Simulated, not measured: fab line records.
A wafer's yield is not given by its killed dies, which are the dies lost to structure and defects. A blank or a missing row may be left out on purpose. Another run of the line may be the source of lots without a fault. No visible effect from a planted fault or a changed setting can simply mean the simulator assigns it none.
Which of the tools did it? | flow nand_harc | 6 lots with 17 wafers sampled at 3 steps, on a route of 1159 steps

## WHAT EACH GAUGE READ, for each wafer
NHARC_P_M2_INSPECT_27.
lot  | measured     | on                | raw_defect_count
L499 | day 7 01:17  | defect_inspect-01 | 326 320 350
L501 | day 7 11:19  | defect_inspect-02 | 336 168 222
L503 | day 8 00:52  | defect_inspect-01 | 736 249 351
L510 | day 10 00:46 | defect_inspect-01 | 4792 389
L515 | day 11 04:20 | defect_inspect-02 | 332 596 552
L519 | day 12 02:15 | defect_inspect-02 | 425 361 268

## TOOL THAT RAN EACH LOT (tool first, then ch and the chambers of the sampled wafers, then the start)
lot  | NHARC_P_M2_PRE_CLEAN_30                 | NHARC_P_M2_CMP_23
L499 | pvd_sputter-02, day 7 00:51 or earlier  | cmp-02 ch 1,2,3, day 7 00:51
L501 | pvd_sputter-02, day 7 10:52 or earlier  | cmp-04 ch 0,2,3, day 7 10:52
L503 | pvd_sputter-03, day 8 00:23 or earlier  | cmp-02 ch 0,2, day 8 00:23
L510 | pvd_sputter-01, day 10 00:18 or earlier | cmp-02 ch 1,3, day 10 00:18
L515 | pvd_sputter-02, day 11 03:51 or earlier | cmp-04 ch 1,3, day 11 03:51
L519 | pvd_sputter-03, day 12 01:47 or earlier | cmp-01 ch 2,3, day 12 01:47
- NHARC_P_M2_PRE_CLEAN_30: time 30 s.
- NHARC_P_M2_CMP_23: polishes, t overpolish 20 s, target thk 144.3 nm.

## THE ANSWER, worked out from the rows above alone
Rule: usual is defined by the lots themselves. Put in order of their means at a reading, lots are off if they are a third of the lots or fewer, leave a main group of 4 or more, and stand apart from it by a gap of 3 or more times the standard deviation of the main group's means; of several such gaps the widest counts. Not used: any main group whose means are identical at the precision the tables above print for the reading. Also off: a lot with no number at a reading for which 4 or more lots have one. Any other lot the step has rows for is counted as sound.
Off at NHARC_P_M2_INSPECT_27 (raw_defect_count): L510. For the main group the mean is 373 and the standard deviation 88.
If a tool, at a process step before that reading, ran all the lots that are off and no sound lot after the first of them, it fits. The gauges at NHARC_P_M2_INSPECT_27 are tried like those tools. With no start given for some of its lots, NHARC_P_M2_PRE_CLEAN_30 uses the hours and lot order of NHARC_P_M2_CMP_23. Can't be told from this: 3 tools fit, pvd_sputter-01 at NHARC_P_M2_PRE_CLEAN_30, cmp-02 at NHARC_P_M2_CMP_23, defect_inspect-01 at NHARC_P_M2_INSPECT_27.

## WHAT HAD BEEN PUT IN BY THE SIMULATOR
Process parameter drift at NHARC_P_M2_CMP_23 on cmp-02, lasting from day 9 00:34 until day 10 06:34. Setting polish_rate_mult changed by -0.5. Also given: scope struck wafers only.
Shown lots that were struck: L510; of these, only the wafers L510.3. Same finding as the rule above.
